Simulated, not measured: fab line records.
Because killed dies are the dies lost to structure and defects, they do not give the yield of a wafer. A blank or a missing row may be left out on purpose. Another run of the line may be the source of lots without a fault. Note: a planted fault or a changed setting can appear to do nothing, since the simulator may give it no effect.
Matching of chambers / flow n5_finfet / 4 sister chambers for N5_HKMG_FIN_ALD_71 on ald_metal-03
The step deposits TiN, target thk 1 nm, pulse time 1 s, purge time 3 s. 8 wafers are shown with their chamber, then 9 later ones without.

## WAFERS PAIRED WITH THEIR CHAMBERS
wafer=L086.3; chamber=1; heater_power_outer_w (W)=540; heater_power_w (W)=1000
wafer=L086.5; chamber=0; heater_power_outer_w (W)=429; heater_power_w (W)=754
wafer=L089.3; chamber=2; heater_power_outer_w (W)=563; heater_power_w (W)=909
wafer=L089.5; chamber=0; heater_power_outer_w (W)=438; heater_power_w (W)=765
wafer=L089.6; chamber=3; heater_power_outer_w (W)=524; heater_power_w (W)=826
wafer=L091.1; chamber=1; heater_power_outer_w (W)=528; heater_power_w (W)=978
wafer=L091.2; chamber=3; heater_power_outer_w (W)=503; heater_power_w (W)=845
wafer=L091.3; chamber=2; heater_power_outer_w (W)=566; heater_power_w (W)=954

## WAFERS MISSING THEIR CHAMBER
wafer=L094.3; heater_power_outer_w (W)=430; heater_power_w (W)=746
wafer=L094.4; heater_power_outer_w (W)=550; heater_power_w (W)=934
wafer=L094.5; heater_power_outer_w (W)=528; heater_power_w (W)=999
wafer=L095.2; heater_power_outer_w (W)=502; heater_power_w (W)=842
wafer=L095.5; heater_power_outer_w (W)=430; heater_power_w (W)=766
wafer=L095.6; heater_power_outer_w (W)=532; heater_power_w (W)=994
wafer=L097.1; heater_power_outer_w (W)=437; heater_power_w (W)=756
wafer=L097.3; heater_power_outer_w (W)=566; heater_power_w (W)=956
wafer=L097.6; heater_power_outer_w (W)=508; heater_power_w (W)=834

## CHAMBER TAKEN BY EACH
wafer=L094.3; from the rows above=0; in truth=0
wafer=L094.4; from the rows above=can't be placed: 2 or 1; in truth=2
wafer=L094.5; from the rows above=1; in truth=1
wafer=L095.2; from the rows above=3; in truth=3
wafer=L095.5; from the rows above=0; in truth=0
wafer=L095.6; from the rows above=1; in truth=1
wafer=L097.1; from the rows above=0; in truth=0
wafer=L097.3; from the rows above=2; in truth=2
wafer=L097.6; from the rows above=3; in truth=3
Correctly placed: 8 of 9. From these rows, 1 cannot be placed; in 1 the true chamber is one of the candidates. 0 placed wrongly.
How it was worked out, from the rows above alone: a wafer's distance from a chamber is the root of the sum, over the readings, of the square of ((its reading less the chamber's mean) divided by the reading's scatter). If the next closest chamber is less than 2 further off than the closest, the wafer can't be placed; otherwise it belongs to the closest. For every chamber, the mean is computed from those of its wafers that are shown. The scatter: the root of (the sum of the squares of (reading less its chamber's mean) over the shown wafers, divided by (wafers less chambers)).
